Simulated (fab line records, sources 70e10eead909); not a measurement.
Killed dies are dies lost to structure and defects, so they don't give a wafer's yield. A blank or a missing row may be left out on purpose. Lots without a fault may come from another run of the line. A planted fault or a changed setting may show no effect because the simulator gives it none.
fab line records | flow nand_harc
record lots=22 wafers=66 last_day=24
route steps=1159 shown A_STAIRCASE@647 A_SGD_CUT@778 A_WL_FILL@832 A_CONTACT@843
lots that met no fault: from a run of the same line without faults
start_h: hours from the record's first day to the start of the lot's first wafer shown | wait_h: hours since the lot's step before | " the same as in the row above | L1.1+2: a row that stands for several wafers | - no value, or no start given | * or withheld: withheld | < > ~ a bound
route shown NAME@n: a module of which the file shows steps, and the number in the route of the first | usual: mean/standard deviation of fault-free wafers | same: alike in all rows | chamber/n: place in a boat | sites: the reading at each site | _std_site: their standard deviation | _edge_site: outer sites' mean less inner sites' | radius_mm: how far each site lies from the wafer's centre | mask NAME#n: copy n | behind: the tool/chamber that last shaped the wafer | hold: why the lot was held/for how many hours/how that ended | device: the transistor (n, p or np) that didn't switch | end of line: the same wafers' tests at the end of the route | a step without rows: its recipe alone | killed: dies lost to structure and defects at the first sort, not the wafer's yield | map: a wafer's dies, x killed, . not, _ none there
set.NAME: the setting as run; set.NAME@STEP: as run at that earlier step | model.NAME: the simulator's own value behind a step, which no gauge read
steps of the route over a sample of lots; a table a step, a row a wafer
services: from which hour (start_h, from the record's first day; less than 0 if before it) a tool's chamber was out of use, for how many hours, and why
## steps
# step NHARC_A_STAIRCASE_ETCH_253
# recipe target_depth_a=500 time_s=20.2 ion_energy_ev=400 c4f8_flow_sccm=20 o2_flow_sccm=10 ar_flow_sccm=withheld rf_w=600 bias_w=1000 chemistry=C4F8/O2
# usual bias_w=1000/3.4 oes_product_au=0.957/0.021 rf_fwd_power_W=588/3.3 rf_vpp_V=895/6.4
# columns lot.wafer tool chamber start_h wait_h bias_w oes_product_au rf_fwd_power_W rf_hours_counter_h rf_vpp_V
L075.4 rie_diel-01 0 242.25 0.1 1000 0.952 586 29 900
L075.3 " 1 " " 998 0.990 585 31 904
L075.1 " 2 " " 999 0.961 589 34 898
L074.1 rie_diel-02 1 249.22 0.1 1004 0.954 588 35 893
L074.5 " 2 " " 993 0.946 594 - 888
L074.6 " 3 " " 997 0.996 588 - 890
L076.2 rie_diel-01 1 262.30 0.1 1000 0.990 587 39 905
L076.4 " 0 " " 998 0.944 587 37 900
L076.5 " 2 " " 1001 0.984 593 - 898
L077.1 rie_diel-01 3 262.59 0.1 1004 0.943 584 40 889
L077.5 " 0 " " 994 0.948 585 - 899
L077.6 " 1 " " 1002 0.990 587 - 906
L078.3 rie_diel-04 0 270.37 0.1 1002 0.934 586 58 903
L078.4 " 1 " " 998 0.930 590 57 899
L078.6 " 3 " " 999 0.906 586 - 896
L080.2 rie_diel-02 1 285.53 0.1 1002 0.926 592 47 891
L080.6 " 0 " " 997 0.929 590 - 888
L080.5 " 1 " " 1006 0.933 591 - 890
L079.1 rie_diel-02 3 285.94 0.1 999 0.967 588 44 889
L079.2 " 0 " " 996 0.938 589 48 887
L079.3 " 1 " " 1000 0.968 592 47 891
L081.3 rie_diel-04 3 303.55 0.1 1000 0.967 583 1 899
L081.4 " 0 " " 1005 0.978 584 2 901
L081.5 " 1 " " 1008 0.960 586 - 898
L083.2 rie_diel-04 0 303.85 0.1 1005 0.972 584 2 902
L083.3 " 1 " " 998 0.976 590 2 898
L083.6 " 3 " " 1006 0.933 587 - 897
L084.4 rie_diel-01 2 311.80 0.1 1001 0.982 588 59 897
L084.3 " 3 " " 1004 0.974 581 57 888
L084.6 " 3 " " 1003 0.964 583 - 890
L086.1 rie_diel-01 0 326.52 0.1 1005 0.948 586 1 900
L086.3 " 1 " " 999 0.964 585 1 905
L086.6 " 3 " " 998 0.959 585 - 889
L087.3 rie_diel-04 0 330.97 0.1 997 0.946 586 13 901
L087.5 " 1 " " 1000 0.959 587 - 900
L087.6 " 2 " " 999 0.970 586 - 893
L088.1 rie_diel-01 2 336.85 0.1 998 0.969 587 2 898
L088.4 " 3 " " 1004 0.932 584 6 889
L088.3 " 1 " " 993 0.961 585 6 905
L089.1 rie_diel-02 1 337.88 0.3 994 0.942 593 1 889
L089.4 " 2 " " 1000 0.929 589 0 905
L089.5 " 0 " " 998 0.944 593 - 887
L091.2 rie_diel-02 3 343.90 0.1 995 0.983 588 3 890
L091.4 " 0 " " 1000 0.969 592 4 888
L091.6 " 3 " " 1000 0.981 587 - 888
L090.2 rie_diel-02 0 344.45 0.1 996 0.978 592 4 888
L090.4 " 1 " " 998 0.955 591 4 889
L090.6 " 0 " " 999 0.972 593 - 887
L092.2 rie_diel-01 2 360.29 0.1 998 0.980 589 11 899
L092.3 " 0 " " 996 0.975 585 16 898
L092.5 " 3 " " 996 0.965 585 - 889
L093.2 rie_diel-02 2 360.31 0.2 993 0.938 595 8 905
L093.1 " 0 " " 1004 0.935 591 9 886
L093.6 " 0 " " 1004 0.953 588 - 886
L094.4 rie_diel-02 2 373.64 0.1 998 0.949 592 13 905
L094.6 " 2 " " 998 0.949 593 - 905
L094.5 " 3 " " 994 0.999 589 - 888
L095.2 rie_diel-02 1 374.60 0.1 1003 0.956 591 14 889
L095.3 " 2 " " 1000 0.968 593 13 905
L095.6 " 1 " " 998 0.967 589 - 890
L096.2 rie_diel-01 3 379.82 0.2 1001 0.926 581 23 889
L096.5 " 2 " " 996 0.956 589 - 897
L096.6 " 3 " " 1001 0.930 583 - 887
L097.3 rie_diel-02 0 384.41 0.1 999 0.950 592 19 887
L097.4 " 2 " " 1003 0.936 592 17 905
L097.5 " 1 " " 1000 0.956 594 - 891
# step NHARC_A_STAIRCASE_ETCH_292
# recipe cf4_flow_sccm=100 chf3_flow_sccm=30 ar_flow_sccm=0 rf_w=500 bias_w=200 chemistry=CF4/CHF3
# usual bias_w=200.0/0.62 drypump_motor_current_A=5.6/0.45 oes_product_au=0.947/0.022 rf_fwd_power_W=496.6/1.7 rf_vpp_V=370.6/2.7 showerhead_plenum_p_Torr=1.57/0.074 throttle_valve_pct=16.803/0.0086
# columns lot.wafer tool chamber start_h wait_h bias_w drypump_motor_current_A oes_product_au rf_fwd_power_W rf_hours_counter_h rf_vpp_V showerhead_plenum_p_Torr throttle_valve_pct
L075.4 rie_diel-01 0 247.72 0.1 200.3 5.8 0.932 499.0 31 371.7 1.62 16.812
L075.3 " 2 " " 199.9 6.1 0.934 496.3 36 373.2 1.61 16.794
L075.1 " 3 " " 200.7 5.0 0.928 496.6 33 367.4 1.49 16.797
L074.1 rie_diel-04 1 255.47 0.1 199.6 5.9 0.917 498.1 51 370.1 1.60 16.789
L074.6 " 0 " " 199.7 5.0 0.939 495.4 - 374.4 1.65 16.796
L074.5 " 1 " " 200.8 5.9 0.926 497.3 - 369.8 1.60 16.803
L076.4 rie_diel-02 1 266.15 0.1 199.5 6.3 0.909 497.8 42 369.1 1.51 16.790
L076.2 " 3 " " 200.2 5.2 0.939 497.4 38 368.0 1.49 16.794
L076.5 " 2 " " 199.5 5.8 0.901 497.1 - 367.9 1.46 16.812
L077.1 rie_diel-01 1 266.42 0.1 200.8 5.3 0.976 495.0 39 373.5 1.69 16.804
L077.6 " 1 " " 200.5 5.3 0.980 493.1 - 373.8 1.69 16.809
L077.5 " 0 " " 199.5 5.8 0.962 498.0 - 372.8 1.62 16.804
L078.4 rie_diel-01 0 276.40 0.1 200.0 5.8 0.927 495.9 43 372.3 1.62 16.797
L078.3 " 1 " " 200.4 5.3 0.950 499.6 44 375.9 1.69 16.787
L078.6 " 2 " " 200.5 6.1 0.940 496.5 - 370.4 1.60 16.806
L080.2 rie_diel-02 1 289.44 0.1 200.1 6.3 0.921 498.2 48 368.0 1.50 16.818
L080.5 " 0 " " 200.7 6.2 0.936 497.9 - 367.5 1.47 16.802
L080.6 " 1 " " 200.4 6.2 0.925 498.4 - 368.4 1.51 16.806
L079.1 rie_diel-01 1 289.85 0.1 199.9 5.3 0.947 493.6 49 374.4 1.69 16.812
L079.3 " 2 " " 200.3 6.2 0.952 497.7 49 371.8 1.60 16.806
L079.2 " 3 " " 200.2 5.0 0.935 495.6 49 367.5 1.49 16.807
L081.4 rie_diel-04 2 309.58 0.1 200.2 5.4 0.966 496.6 3 370.5 1.55 16.800
L081.3 " 3 " " 200.9 5.6 0.951 497.8 1 372.4 1.59 16.810
L081.5 " 2 " " 199.5 5.4 0.961 497.1 - 371.9 1.55 16.811
L083.2 rie_diel-01 3 309.77 0.1 200.7 5.0 0.962 495.5 57 369.5 1.49 16.802
L083.3 " 1 " " 200.9 5.3 0.965 494.3 58 374.9 1.68 16.797
L083.6 " 0 " " 200.2 5.8 0.947 497.3 - 372.3 1.61 16.809
L084.4 rie_diel-04 0 315.61 0.1 198.9 5.0 0.945 494.4 4 371.8 1.65 16.797
L084.3 " 2 " " 201.6 5.4 0.938 493.5 5 370.9 1.54 16.798
L084.6 " 1 " " 199.7 5.9 0.946 495.2 - 372.2 1.59 16.792
L086.3 rie_diel-01 3 331.72 0.1 199.8 5.0 0.937 494.2 3 368.9 1.49 16.807
L086.1 " 0 " " 199.7 5.8 0.929 492.5 3 372.6 1.61 16.791
L086.6 " 1 " " 199.5 5.3 0.948 494.0 - 373.7 1.68 16.815
L087.3 rie_diel-01 0 334.86 0.1 199.7 5.8 0.927 497.3 5 370.3 1.61 16.780
L087.6 " 0 " " 199.6 5.8 0.936 498.9 - 372.8 1.61 16.813
L087.5 " 1 " " 199.3 5.3 0.939 494.3 - 374.9 1.68 16.791
L088.1 rie_diel-01 2 341.84 0.1 199.8 6.2 0.964 497.3 4 372.5 1.60 16.799
L088.3 " 0 " " 200.7 5.8 0.934 497.7 9 370.8 1.61 16.805
L088.4 " 1 " " 199.9 5.3 0.956 497.4 8 374.4 1.68 16.793
L089.1 rie_diel-04 3 342.33 0.1 199.4 5.6 0.960 497.5 18 371.6 1.59 16.805
L089.4 " 1 " " 200.3 6.0 0.973 497.3 21 371.8 1.59 16.807
L089.5 " 3 " " 199.6 5.6 0.950 497.9 - 371.9 1.58 16.791
L091.4 rie_diel-04 3 348.39 0.2 199.7 5.6 0.904 498.3 19 370.7 1.58 16.800
L091.2 " 0 " " 200.0 5.0 0.920 494.7 21 373.4 1.65 16.800
L091.6 " 0 " " 199.2 5.0 0.922 498.8 - 372.8 1.65 16.789
L090.4 rie_diel-02 3 349.84 0.1 200.1 5.2 1.004 498.2 4 367.6 1.48 16.797
L090.2 " 0 " " 199.9 6.2 0.979 499.5 5 366.9 1.46 16.814
L090.6 " 0 " " 200.5 6.2 0.979 498.6 - 366.3 1.46 16.805
L092.2 rie_diel-04 1 364.61 0.1 199.1 5.9 0.986 499.0 30 369.9 1.59 16.802
L092.3 " 2 " " 200.1 5.4 0.955 498.6 29 369.1 1.54 16.808
L092.5 " 0 " " 200.2 5.0 0.976 496.5 - 373.5 1.64 16.799
L093.2 rie_diel-04 1 364.90 0.2 199.9 6.0 0.968 498.8 30 371.8 1.59 16.799
L093.1 " 2 " " 199.8 5.3 0.941 493.8 29 368.7 1.54 16.816
L093.6 " 0 " " 200.5 5.0 0.967 498.3 - 373.9 1.64 16.812
L094.4 rie_diel-01 2 379.79 0.2 200.8 6.1 0.944 497.1 19 371.1 1.59 16.816
L094.5 " 3 " " 199.2 5.0 0.923 495.7 - 367.3 1.48 16.793
L094.6 " 0 " " 199.0 5.8 0.920 496.5 - 370.2 1.61 16.804
L095.3 rie_diel-02 2 379.88 0.1 200.6 5.8 0.983 495.8 16 373.7 1.70 16.817
L095.2 " 3 " " 200.7 5.2 0.982 497.0 11 367.6 1.48 16.791
L095.6 " 3 " " 200.4 5.2 0.985 496.8 - 367.8 1.48 16.805
L096.2 rie_diel-01 1 383.58 0.1 200.5 5.3 0.964 496.5 23 374.1 1.68 16.793
L096.5 " 2 " " 200.0 6.1 0.987 498.6 - 370.0 1.59 16.795
L096.6 " 3 " " 199.2 5.0 0.973 495.0 - 366.0 1.48 16.796
L097.4 rie_diel-02 1 388.41 0.1 200.5 6.3 0.918 496.5 20 367.9 1.50 16.800
L097.3 " 0 " " 199.7 6.2 0.932 497.2 20 367.2 1.46 16.794
L097.5 " 2 " " 200.5 5.9 0.915 497.2 - 374.7 1.70 16.801
# step NHARC_A_STAIRCASE_ETCH_453
# recipe target_depth_a=300 overetch_a=30 time_s=16.5 ion_energy_ev=100 cf4_flow_sccm=80 o2_flow_sccm=20 ar_flow_sccm=0 rf_w=300 bias_w=100 chemistry=CF4/O2
# usual bias_w=100.01/0.29 drypump_motor_current_A=5.7/0.46 oes_ar_750_au=1.000/0.0045 oes_product_au=0.998/0.014 rf_fwd_power_W=293.5/1.5 rf_vpp_V=197.5/1.6 showerhead_plenum_p_Torr=1.32/0.066 throttle_valve_pct=13.399/0.0089
# columns lot.wafer tool chamber start_h wait_h bias_w drypump_motor_current_A oes_ar_750_au oes_product_au rf_fwd_power_W rf_hours_counter_h rf_vpp_V showerhead_plenum_p_Torr throttle_valve_pct
L075.4 rie_diel-01 3 - - 100.34 5.0 1.002 0.997 292.8 37 196.7 1.26 13.412
L075.1 " 0 " " 100.49 5.8 0.998 0.986 291.4 35 200.2 1.37 13.388
L075.3 " 2 " " 100.41 6.2 1.011 1.009 294.6 38 198.5 1.36 13.403
L074.1 rie_diel-02 3 - - 99.87 5.2 1.005 1.010 294.0 36 196.8 1.26 13.400
L074.6 " 2 " " 100.25 5.8 1.008 0.985 294.7 - 196.0 1.23 13.407
L074.5 " 3 " " 99.91 5.2 0.995 1.012 291.3 - 195.8 1.26 13.402
L076.4 rie_diel-02 1 - - 100.61 6.3 0.999 0.997 296.2 43 197.1 1.28 13.407
L076.2 " 2 " " 100.04 5.9 0.998 0.975 295.3 39 194.5 1.23 13.413
L076.5 " 0 " " 100.31 6.2 1.001 0.995 294.1 - 198.3 1.24 13.406
L077.1 rie_diel-04 2 - - 100.15 5.4 1.003 1.008 292.9 61 197.3 1.31 13.399
L077.6 " 3 " " 100.09 5.6 1.003 0.979 292.7 - 196.7 1.35 13.417
L077.5 " 0 " " 99.28 5.0 0.996 1.011 292.7 - 199.0 1.40 13.418
L078.3 rie_diel-01 3 - - 100.10 5.0 1.001 0.984 293.0 47 197.1 1.26 13.385
L078.4 " 1 " " 100.21 5.3 0.998 1.013 292.6 47 199.7 1.44 13.399
L078.6 " 0 " " 99.74 5.7 1.004 0.992 293.0 - 198.9 1.37 13.386
L080.2 rie_diel-02 3 - - 100.29 5.2 1.003 1.015 293.6 47 194.8 1.26 13.386
L080.5 " 1 " " 100.19 6.3 0.999 0.986 295.9 - 196.4 1.27 13.394
L080.6 " 2 " " 99.65 5.9 1.000 0.971 296.6 - 196.7 1.23 13.407
L079.1 rie_diel-01 3 - - 100.36 5.0 1.000 0.976 292.1 52 196.7 1.26 13.399
L079.2 " 1 " " 100.10 5.3 1.008 1.002 293.6 53 199.8 1.43 13.406
L079.3 " 2 " " 100.01 6.2 0.989 1.008 294.3 53 199.0 1.36 13.390
L081.3 rie_diel-02 2 - - 99.87 5.8 1.002 0.980 295.4 57 194.8 1.23 13.396
L081.4 " 3 " " 99.76 5.2 0.999 1.015 293.2 - 197.5 1.26 13.394
L081.5 " 1 " " 100.13 6.3 0.998 0.980 295.7 - 195.1 1.27 13.404
L083.2 rie_diel-02 2 - - 99.98 5.8 1.004 0.978 295.8 57 195.2 1.23 13.401
L083.3 " 1 " " 99.56 6.3 0.991 0.979 297.1 61 194.7 1.27 13.402
L083.6 " 3 " " 100.36 5.2 0.996 1.016 293.2 - 196.3 1.26 13.394
L084.4 rie_diel-02 0 - - 100.23 6.2 1.002 0.984 293.2 59 195.5 1.24 13.405
L084.3 " 2 " " 99.66 5.8 0.999 0.974 296.0 60 196.4 1.23 13.411
L084.6 " 1 " " 100.77 6.3 1.002 0.980 296.3 - 195.9 1.27 13.400
L086.3 rie_diel-01 2 - - 99.94 6.2 1.003 1.009 293.3 3 199.6 1.36 13.403
L086.1 " 3 " " 99.47 5.0 1.004 0.989 292.1 7 196.0 1.26 13.393
L086.6 " 2 " " 99.92 6.2 0.990 1.003 292.0 - 197.2 1.36 13.396
L087.3 rie_diel-04 2 - - 99.81 5.4 1.002 1.003 292.2 19 197.7 1.31 13.395
L087.6 " 1 " " 100.50 6.0 1.005 0.998 292.9 - 197.9 1.35 13.395
L087.5 " 2 " " 99.93 5.4 0.997 1.001 291.1 - 199.7 1.31 13.407
L088.3 rie_diel-04 3 - - 100.24 5.6 0.997 0.982 291.9 20 196.7 1.34 13.403
L088.1 " 0 " " 99.86 5.0 1.001 0.990 291.1 22 199.3 1.40 13.398
L088.4 " 2 " " 99.89 5.4 0.998 1.000 291.3 22 197.1 1.31 13.391
L089.4 rie_diel-04 0 - - 100.06 5.0 0.998 0.995 293.4 22 198.4 1.40 13.388
L089.1 " 1 " " 99.56 6.0 1.002 1.025 293.0 24 198.3 1.35 13.413
L089.5 " 0 " " 100.35 5.0 1.000 1.011 292.0 - 200.0 1.40 13.384
L091.2 rie_diel-04 2 - - 99.61 5.4 1.009 1.004 293.3 25 196.0 1.30 13.396
L091.4 " 3 " " 99.40 5.6 1.011 0.991 292.4 24 197.5 1.34 13.419
L091.6 " 1 " " 100.28 5.9 0.991 1.018 294.0 - 200.0 1.35 13.379
L090.2 rie_diel-02 0 - - 100.51 6.3 0.997 0.997 295.2 8 195.2 1.24 13.389
L090.6 " 0 " " 100.28 6.2 0.990 1.001 295.3 - 197.1 1.24 13.406
L090.4 " 1 " " 99.81 6.2 1.003 1.004 296.8 - 195.8 1.27 13.409
L092.2 rie_diel-02 2 - - 99.87 5.8 0.998 0.992 295.9 12 199.9 1.44 13.407
L092.3 " 1 " " 99.82 6.3 1.008 0.997 295.4 13 196.3 1.27 13.405
L092.5 " 2 " " 99.63 5.8 1.003 0.987 295.3 - 199.3 1.44 13.385
L093.1 rie_diel-04 2 - - 100.63 5.4 0.992 0.988 293.2 32 198.2 1.30 13.404
L093.2 " 3 " " 99.76 5.6 1.008 0.971 293.0 30 197.9 1.34 13.383
L093.6 " 2 " " 100.08 5.4 1.003 0.990 292.1 - 197.0 1.30 13.397
L095.2 rie_diel-04 3 - - 99.60 5.6 1.000 0.990 293.1 35 197.3 1.34 13.392
L095.3 " 1 " " 99.85 6.0 0.999 1.012 292.0 38 198.6 1.34 13.406
L095.6 " 2 " " 100.09 5.4 1.000 1.018 290.5 - 197.7 1.30 13.402
L094.4 rie_diel-02 2 - - 99.95 5.8 1.003 1.004 295.0 18 201.0 1.44 13.391
L094.5 " 1 " " 100.16 6.3 0.995 0.995 294.8 - 196.3 1.27 13.383
L094.6 " 2 " " 99.56 5.8 0.992 0.981 295.4 - 200.2 1.44 13.394
L096.2 rie_diel-04 2 - - 99.76 5.3 1.002 1.003 294.2 38 196.4 1.30 13.399
L096.6 " 2 " " 100.21 5.4 0.995 1.013 293.7 - 197.3 1.30 13.396
L096.5 " 3 " " 100.25 5.6 1.002 0.992 293.5 - 199.1 1.34 13.388
L097.3 rie_diel-01 1 - - 100.34 5.3 1.000 1.011 292.6 26 199.2 1.43 13.399
L097.4 " 3 " " 99.58 5.0 1.003 0.998 292.0 - 196.8 1.25 13.389
L097.5 " 1 " " 100.11 5.3 1.002 1.018 291.6 - 200.5 1.43 13.406
# step NHARC_A_SGD_CUT_INSPECT_25
# usual raw_defect_count=304/71
# columns lot.wafer tool chamber start_h wait_h raw_defect_count
L074.1 defect_inspect-01 - 313.74 - 336
L074.5 " - " " 268
L074.6 " - " " 296
L075.1 defect_inspect-01 - 313.74 - 383
L075.3 " - " " 283
L075.4 " - " " 241
L076.2 defect_inspect-02 - 323.39 - 261
L076.4 " - " " 230
L076.5 " - " " 189
L077.1 defect_inspect-01 - 328.08 - 203
L077.5 " - " " 197
L077.6 " - " " 269
L078.3 defect_inspect-01 - 342.53 - 325
L078.4 " - " " 257
L078.6 " - " " 280
L080.2 defect_inspect-01 - 351.29 - 242
L080.5 " - " " 380
L080.6 " - " " 337
L079.1 defect_inspect-02 - 351.52 - 248
L079.2 " - " " 254
L079.3 " - " " 411
L083.2 defect_inspect-02 - 363.65 - 353
L083.3 " - " " 295
L083.6 " - " " 291
L081.3 defect_inspect-02 - 363.71 - 314
L081.4 " - " " 204
L081.5 " - " " 332
L084.3 defect_inspect-01 - 373.90 - 251
L084.4 " - " " 262
L084.6 " - " " 218
L086.1 defect_inspect-02 - 392.04 - 376
L086.3 " - " " 280
L086.6 " - " " 242
L087.3 defect_inspect-01 - 392.09 - 325
L087.5 " - " " 236
L087.6 " - " " 281
L090.2 defect_inspect-01 - 412.67 - 285
L090.4 " - " " 304
L090.6 " - " " 369
L088.1 defect_inspect-02 - 412.72 - 371
L088.3 " - " " 285
L088.4 " - " " 414
L089.1 defect_inspect-01 - 412.77 - 416
L089.4 " - " " 212
L089.5 " - " " 199
L091.2 defect_inspect-02 - 412.83 - 497
L091.4 " - " " 379
L091.6 " - " " 440
L092.2 defect_inspect-01 - 427.08 - 277
L092.3 " - " " 220
L092.5 " - " " 261
L093.1 defect_inspect-02 - 427.09 - 382
L093.2 " - " " 294
L093.6 " - " " 411
L096.2 defect_inspect-01 - 440.92 - 335
L096.5 " - " " 218
L096.6 " - " " 269
L095.2 defect_inspect-02 - 440.92 - 254
L095.3 " - " " 282
L095.6 " - " " 216
L094.4 defect_inspect-01 - 440.93 - 379
L094.5 " - " " 442
L094.6 " - " " 503
L097.3 defect_inspect-01 - 454.71 - 274
L097.4 " - " " 360
L097.5 " - " " 269
# step NHARC_A_WL_FILL_ALD_19
# recipe target_thk_a=20 pulse_time_s=3 ald_cycles=100 temp_c=450 material=TiN
# usual heater_power_w=1069/140 precursor_pulse_height_rel=0.997/0.019
# same pulse_time_s=3
# columns lot.wafer tool chamber start_h wait_h heater_power_w precursor_pulse_height_rel
L075.4 ald_metal-02 2 353.12 0.1 1268 1.011
L075.1 " 3 " " 960 0.984
L075.3 " 1 " " 1364 0.977
L074.1 ald_metal-04 2 353.13 0.1 1013 1.036
L074.6 " 0 " " 1253 0.996
L074.5 " 2 " " 983 0.986
L076.4 ald_metal-03 0 357.96 0.1 1044 0.981
L076.2 " 2 " " 954 0.969
L076.5 " 0 " " 1038 0.974
L077.1 ald_metal-03 2 366.58 0.2 953 1.003
L077.5 " 3 " " 1000 0.968
L077.6 " 0 " " 1039 1.017
L078.3 ald_metal-04 2 382.38 0.1 1035 1.009
L078.4 " 0 " " 1272 1.011
L078.6 " 1 " " 950 0.999
L080.2 ald_metal-03 2 393.87 0.1 934 0.998
L080.5 " 1 " " 922 1.015
L080.6 " 2 " " 964 0.995
L079.2 ald_metal-02 3 393.90 0.1 990 0.971
L079.3 " 0 " " 928 0.980
L079.1 " 1 " " 1372 1.001
L083.3 ald_metal-04 3 399.30 0.1 1175 1.009
L083.2 " 1 " " 944 1.001
L083.6 " 0 " " 1293 0.999
L081.3 ald_metal-02 3 399.35 0.1 991 0.996
L081.4 " 1 " " 1363 0.983
L081.5 " 2 " " 1219 0.981
L084.3 ald_metal-03 3 411.29 0.2 1008 0.996
L084.4 " 2 " " 963 0.990
L084.6 " 3 " " 1009 1.000
L086.1 ald_metal-02 3 426.85 0.1 978 0.982
L086.3 " 0 " " 926 1.015
L086.6 " 1 " " 1353 1.018
L087.3 ald_metal-04 1 426.85 0.1 964 0.979
L087.6 " 0 " " 1258 1.005
L087.5 " 1 " " 955 0.981
L089.1 ald_metal-02 2 453.90 0.1 1220 0.973
L089.4 " 0 " " 921 0.968
L089.5 " 1 " " 1402 1.009
L091.2 ald_metal-03 0 453.91 0.1 1056 0.968
L091.4 " 1 " " 898 1.002
L091.6 " 1 " " 923 0.987
L088.3 ald_metal-04 2 457.20 0.1 992 1.004
L088.1 " 0 " " 1288 1.043
L088.4 " 1 " " 963 0.991
L090.2 ald_metal-02 1 457.27 0.1 1337 0.990
L090.4 " 2 " " 1240 1.009
L090.6 " 3 " " 985 1.021
L092.2 ald_metal-02 0 469.24 0.1 935 0.965
L092.3 " 3 " " 989 0.984
L092.5 " 0 " " 899 1.004
L093.1 ald_metal-03 0 469.26 0.1 1037 1.003
L093.2 " 2 " " 954 0.980
L093.6 " 3 " " 980 1.017
L096.2 ald_metal-02 0 478.17 0.1 922 0.998
L096.6 " 2 " " 1233 0.998
L096.5 " 3 " " 995 1.008
L094.4 ald_metal-04 3 478.17 0.1 1198 0.985
L094.5 " 1 " " 941 1.008
L094.6 " 2 " " 1004 0.978
L095.3 ald_metal-03 3 481.54 0.1 1031 0.996
L095.2 " 0 " " 1074 0.985
L095.6 " 3 " " 1023 0.953
L097.4 ald_metal-02 2 494.53 0.1 1234 1.002
L097.3 " 3 " " 986 0.988
L097.5 " 1 " " 1386 0.996
# step NHARC_A_CONTACT_DEP_29
# recipe target_thk_a=700 target_thk_nm=70 temp_c=400 pressure_torr=3.5 flow_sccm=200 rf_w=350 material=SiON
# usual heater_power_w=774/91 rf_fwd_power_W=348.3/1
# columns lot.wafer tool chamber start_h wait_h heater_power_w rf_fwd_power_W
L075.3 pecvd-01 0 361.73 1.1 988 349.2
L075.1 " 1 " " 862 349.6
L075.4 " 0 " " 949 348.3
L074.1 pecvd-01 2 366.18 2.0 896 349.3
L074.5 " 1 " " 816 347.2
L074.6 " 2 " " 923 349.1
L076.2 pecvd-02 1 368.72 1.5 812 350.8
L076.4 " 2 " " 761 348.0
L076.5 " 1 " " 845 350.1
L077.1 pecvd-02 2 375.08 1.9 762 348.6
L077.5 " 2 " " 760 349.1
L077.6 " 0 " " 659 348.0
L078.3 pecvd-02 1 393.50 1.1 777 347.9
L078.6 " 0 " " 660 349.0
L078.4 " 1 " " 790 346.5
L080.2 pecvd-03 1 405.07 1.7 820 349.7
L080.6 " 0 " " 791 348.4
L080.5 " 2 " " 716 348.6
L079.2 pecvd-02 1 406.74 1.5 798 349.0
L079.1 " 2 " " 677 348.9
L079.3 " 0 " " 647 347.8
L083.2 pecvd-02 0 411.04 1.5 676 347.7
L083.3 " 1 " " 806 347.8
L083.6 " 0 " " 662 347.0
L081.3 pecvd-02 1 417.18 1.6 827 346.4
L081.4 " 1 " " 810 347.1
L081.5 " 0 " " 645 346.0
L084.3 pecvd-03 1 427.24 1.2 871 349.4
L084.4 " 0 " " 777 349.6
L084.6 " 1 " " 863 348.1
L086.1 pecvd-01 2 437.06 1.9 770 348.7
L086.3 " 2 " " 779 348.3
L086.6 " 2 " " 777 349.2
L087.3 pecvd-02 0 440.37 1.2 660 347.8
L087.5 " 1 " " 735 349.3
L087.6 " 0 " " 662 348.0
L089.1 pecvd-02 0 462.76 2.1 700 348.1
L089.4 " 2 " " 738 349.2
L089.5 " 0 " " 675 349.7
L091.2 pecvd-01 1 462.83 1.8 843 347.7
L091.6 " 2 " " 900 347.9
L091.4 " 0 " " 951 348.2
L088.1 pecvd-02 2 471.14 1.9 743 347.7
L088.3 " 0 " " 686 347.3
L088.4 " 0 " " 677 349.2
L090.2 pecvd-03 1 473.36 1.5 801 348.3
L090.6 " 0 " " 803 349.5
L090.4 " 2 " " 704 348.4
L093.2 pecvd-02 1 477.86 1.5 768 348.7
L093.1 " 2 " " 736 347.8
L093.6 " 0 " " 673 349.9
L092.2 pecvd-01 0 478.63 1.5 911 350.1
L092.3 " 1 " " 836 348.0
L092.5 " 2 " " 862 347.6
L096.2 pecvd-02 1 487.18 1.5 711 348.4
L096.6 " 0 " " 578 348.1
L096.5 " 1 " " 740 348.7
L094.6 pecvd-01 0 489.41 0.1 898 350.8
L094.4 " 1 " " 846 346.4
L094.5 " 2 " " 920 348.2
L095.2 pecvd-03 1 496.33 1.5 822 348.4
L095.3 " 0 " " 847 347.9
L095.6 " 2 " " 736 350.0
L097.3 pecvd-02 1 506.67 1.1 715 349.7
L097.5 " 1 " " 738 350.8
L097.4 " 0 " " 706 348.2
## services
# columns tool chamber start_h hours kind
rie_diel-02 2 219.20 6.0 repair
ald_metal-04 - 228.00 10.0 pm
rie_diel-01 2 263.02 6.3 repair
rie_diel-01 3 272.30 2.7 repair
rie_diel-04 - 288.97 9.0 pm
rie_diel-02 0 310.33 8.5 repair
ald_metal-03 - 317.77 0.8 repair
ald_metal-03 - 322.06 10.0 pm
rie_diel-01 2 323.83 8.6 repair
rie_diel-02 - 327.70 9.0 pm
pecvd-02 - 334.55 13.0 pm
rie_diel-02 3 355.46 16.0 repair
ald_metal-02 - 364.00 10.0 pm
ald_metal-03 - 372.95 2.2 repair
pecvd-02 2 377.62 12.5 repair
rie_diel-01 0 390.21 8.2 repair
ald_metal-03 0 404.67 18.3 repair
ald_metal-03 - 450.49 1.7 repair
rie_diel-04 - 465.97 9.0 pm
rie_diel-02 2 467.67 16.4 repair
ald_metal-03 3 469.91 4.4 repair
rie_diel-01 - 491.88 9.0 pm
ald_metal-03 - 500.06 10.0 pm
rie_diel-02 - 504.85 9.0 pm
## key
fault none
